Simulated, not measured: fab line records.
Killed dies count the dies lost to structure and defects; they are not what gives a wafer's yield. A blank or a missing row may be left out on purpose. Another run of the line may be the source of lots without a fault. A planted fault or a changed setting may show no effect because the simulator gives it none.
Matching of chambers ; flow n5Finfet ; N5_BEOL_M3_ILD_DEP_00 on pecvd-02: 3 sister chambers
The step deposits SiOC from DEMS/O2, target thk 79 nm, time 15.3 s. 3 wafers are shown with their chamber, then 7 later ones without.

## WAFERS, EACH WITH ITS CHAMBER
wafer;chamber;throttleValvePct (%)
L600.4;1;11.5
L612.2;2;12.1
L612.3;0;12.3

## WAFERS WHOSE CHAMBER IS MISSING
wafer;throttleValvePct (%)
L612.4;12.2
L615.2;12.3
L615.3;12.2
L615.4;12.1
L616.3;11.4
L616.5;11.4
L616.6;12.3

## CHAMBER TAKEN BY EACH
wafer;from the rows above;in truth
L612.4;can't be placed: 2 or 0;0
L615.2;0;0
L615.3;can't be placed: 2 or 0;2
L615.4;2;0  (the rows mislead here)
L616.3;1;1
L616.5;1;1
L616.6;0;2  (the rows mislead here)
Placed correctly: 3 of 7. These rows do not allow placing 2 (true chamber among the candidates in 2). 2 placed wrongly.
How it was worked out, from the rows above alone: a wafer's distance from a chamber is the root of the sum, over the readings, of the square of ((its reading less the chamber's mean) divided by the reading's scatter). The wafer belongs to the nearest chamber; if the next one is less than 2 further off, it can't be placed. For every chamber, the mean is computed from those of its wafers that are shown. The scatter: root of mean squared gap, hidden wafer to nearest shown wafer, with one shown wafer a chamber.
